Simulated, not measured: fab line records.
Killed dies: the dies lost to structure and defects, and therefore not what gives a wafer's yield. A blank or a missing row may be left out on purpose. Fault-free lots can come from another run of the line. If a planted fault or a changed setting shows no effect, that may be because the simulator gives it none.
Split-lot study ; flow n5Finfet ; 7 lots, 39 wafers read, on a route of 1938 steps

== THE SPLIT ITSELF ==
At N5_BEOL_M3_ILD_DEP_00 (deposits SiOC from DEMS/O2, target thk 79 nm, time 15.3 s), the setting targetThkA was moved away from the recipe's 790 angstrom on 15 of the 39 wafers read, by -45.5% to +20.4%. This setting was run at the recipe's value on the other wafers.

There is no step in the file separating the split from the reading.

== THE READING ==
M3_ILD_THK at N5_BEOL_M3_THK_MEAS_01, in nm. Fault-free wafers of this fab line usually give 79.2 nm, standard deviation 0.94 nm.

wafer;tool, chamber at the split;targetThkA as run, angstrom;against the recipe;M3_ILD_THK, nm;against lot-mates on the recipe
L077.1;pecvd-04, 1;790;recipe;79.5;-
L077.2;pecvd-04, 2;950.9;+20.4%;95.0;+15.5
L077.3;pecvd-04, 0;790;recipe;78.8;-
L077.4;pecvd-04, 0,1;950.9;+20.4%;95.9;+16.4
L077.5;pecvd-04, 2;790;recipe;80.1;-
L077.6;pecvd-04, 0,1;950.9;+20.4%;95.9;+16.4
L089.1;pecvd-04, 0;430.2;-45.5%;42.2;-36.0
L089.2;pecvd-04, 2;790;recipe;78.0;-
L089.3;pecvd-04, 1;790;recipe;77.8;-
L089.4;pecvd-04, 2;790;recipe;78.8;-
L089.5;pecvd-04, 0;430.2;-45.5%;42.6;-35.6
L089.6;pecvd-04, 1;430.2;-45.5%;43.8;-34.4
L091.1;pecvd-02, 1;521.9;-33.9%;52.4;-27.7
L091.2;pecvd-02, 2;521.9;-33.9%;53.0;-27.1
L091.3;pecvd-02, 0,0,1;790;recipe;80.1;-
L091.4;pecvd-02, 2;521.9;-33.9%;53.5;-26.6
L091.5;pecvd-02, 0,0,1;790;recipe;80.1;-
L091.6;pecvd-02, 0,0,1;790;recipe;80.1;-
L093.1;pecvd-04, 1;480.4;-39.2%;46.5;-32.0
L093.2;pecvd-04, 0;790;recipe;78.1;-
L093.3;pecvd-04, 2;480.4;-39.2%;47.7;-30.8
L093.4;pecvd-04, 1;790;recipe;78.5;-
L093.5;pecvd-04, 2;480.4;-39.2%;47.7;-30.8
L093.6;pecvd-04, 0;790;recipe;79.0;-
L094.1;pecvd-03, 1;938.2;+18.8%;93.5;+13.5
L094.2;pecvd-03, 2;938.2;+18.8%;95.2;+15.2
L094.3;pecvd-03, 0;790;recipe;79.2;-
L094.4;pecvd-03, 2;790;recipe;80.7;-
L094.5;pecvd-03, 0;938.2;+18.8%;97.2;+17.2
L094.6;pecvd-03, 1;790;recipe;80.1;-
L095.1;pecvd-02, 2;790;recipe;78.5;-
L095.2;pecvd-02, 0,1;790;recipe;78.3;-
L095.3;pecvd-02, 1;790;recipe;77.2;-
L095.4;pecvd-02, 0;790;recipe;79.6;-
L095.5;pecvd-02, 0,1;790;recipe;78.3;-
L095.6;pecvd-02, 2;790;recipe;79.0;-
L097.1;pecvd-04, 1;790;recipe;79.7;-
L097.3;pecvd-04, 0,1;790;recipe;79.5;-
L097.6;pecvd-04, 0,1;790;recipe;79.4;-
If several chambers appear in one row, that row covers several wafers at once and the file leaves open which wafer was in which chamber.

FIT RESULTS
A straight line over all 39 wafers: M3_ILD_THK changes by +0.803 nm for each +1% of targetThkA; r = +1.00; the points scatter about the line by 0.98 nm.
The same after taking each lot's own level away (the mean of its wafers on the recipe; 39 wafers): +0.791 nm for each +1%; r = +1.00; scatter 0.72 nm.
That fit puts the effect of the largest move of targetThkA on the reading at 36 nm.
The lots' own levels span 78.20 to 80.10 nm, that is 2.0 times the standard deviation above.
The two slopes are in agreement: the lot-to-lot level therefore moves the slope only a little.
Check: with one of the wafers moved furthest among these (-45.5%) left out of the fit, the line predicts -36 nm for it against its lot-mates. Against them it came out at -36 nm.

== THESE WAFERS: OTHER SPLITS ==
These wafers also went through other splits before the reading. Each is held against what the fit with the lots' levels taken away leaves over:
other split on the same wafers;wafers away from the commonest value;r with M3_ILD_THK (lot level and that fit taken away)
N5_ZERO_LAYER_PECVD_02 timeS;9;-0.04
N5_FIN_SAQP_DEVELOP_15 developTimeS;15;-0.03
N5_SD_EPI_N_EPI_21 epiGrowthTimeS;6;-0.22
N5_SDB_ETCH_25 timeS;18;+0.11
N5_BEOL_M0_SAQP_HM_DEP_111 timeS;6;-0.21

== THE WHOLE CHAIN: every reading that the file lists as answering this split, in the file's order ==
step;what it does;reading;change (the file's fit);r (the file's)
N5_BEOL_M3_ILD_DEP_00;deposits SiOC from DEMS/O2, target thk 79 nm, time 15.3 s;SiOC_of_BEOL_M3_ILD_DEP_00.thkNm (the simulator's own value, which no gauge read);+0.79 nm for each +1% of the setting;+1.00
N5_BEOL_M3_THK_MEAS_01;;M3_ILD_THK;+0.79 for each +1% of the setting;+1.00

== FILE'S OWN FIT ==
M3_ILD_THK changes by +0.79 nm for each +1% of targetThkA, r = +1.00.
